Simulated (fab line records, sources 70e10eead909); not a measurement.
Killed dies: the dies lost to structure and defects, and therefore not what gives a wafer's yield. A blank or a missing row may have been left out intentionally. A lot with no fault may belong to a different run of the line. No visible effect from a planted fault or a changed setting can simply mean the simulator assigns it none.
Comparing a struck lot with a sound one || flow nand harc || 14 out of 1302 route steps
Sound: these wafers, L939.1, L939.2, L939.5. Struck: wafers L953.3, L953.5, L953.6. The cause comes at the end.
Each step with rows lists, per side, the tool, then ch with its chambers, then its first start. Under that, the readings that differ: sound wafers || struck wafers || difference of the means || sigmas: that difference in standard deviations of wafers without a fault.
alike: a reading whose means differ by less than 2 such deviations, as well as words and numbers matching on both sides. not compared: withheld readings; readings where some wafer has no value; bounds like >300 that might hide an equal value; numbers whose values overlap and for which the record gives no deviation.
A row with sigmas, a row that says differs or no value, or rows on one side alone: a step with any of these is where the two part. Numbers that don't overlap but have no deviation are shown without sigmas and don't part them. A reading missing from all wafers of one side parts the sides only when that side holds two or more wafers.

first, 8 steps without rows for these wafers: NHARC_P_ZERO_WELL_DEHYDRATE_16 (time 120 s); NHARC_P_ZERO_WELL_HMDS_17 (time 30 s); NHARC_P_ZERO_WELL_COAT_18; NHARC_P_ZERO_WELL_SOFTBAKE_19 (time 95 s); NHARC_P_ZERO_WELL_EBR_20; NHARC_P_ZERO_WELL_EXPOSE_21 (exposes mask P NWELL, target cd 720 nm); NHARC_P_ZERO_WELL_PEB_22 (peb time 85 s); NHARC_P_ZERO_WELL_DEVELOP_23 (time 70 s).
NHARC_P_ZERO_WELL_CD_MEAS_24: target cd 720 nm.
  sound on cd sem-03 ch 0, day 3 14:29; struck on cd sem-01 ch 0, day 9 10:37
  alike: cd nm
then, 1 step without rows for these wafers: NHARC_P_ZERO_WELL_HARDBAKE_25 (time 80 s).
NHARC_P_ZERO_WELL_DESCUM_26: chemistry O2, time 3 s.
  sound on rie diel-08 ch 1,2,3, day 3 14:40; struck on rie diel-02 ch 0,1,2, day 9 10:49
  alike: drypump motor current A, oes product au, rf vpp V, showerhead plenum p Torr, throttle valve pct
  not compared: rf hours counter h
then, 1 step without rows for these wafers: NHARC_P_ZERO_WELL_IMPLANT_27.
NHARC_P_ZERO_WELL_IMPLANT_57:
  struck on implanter-01, day 9 11:10; sound on implanter-01 ch 0, day 3 14:59
  no value came back on the struck wafers for beam energy keV, beam on s (s); on the sound wafers beam energy keV reads 250.15 249.99 250.04
then, 1 step without rows for these wafers: NHARC_P_ZERO_WELL_IMPLANT_58.

WHERE THEY PART
Only at NHARC_P_ZERO_WELL_IMPLANT_57, as far as this record shows.

WHY: what had been put in by the simulator
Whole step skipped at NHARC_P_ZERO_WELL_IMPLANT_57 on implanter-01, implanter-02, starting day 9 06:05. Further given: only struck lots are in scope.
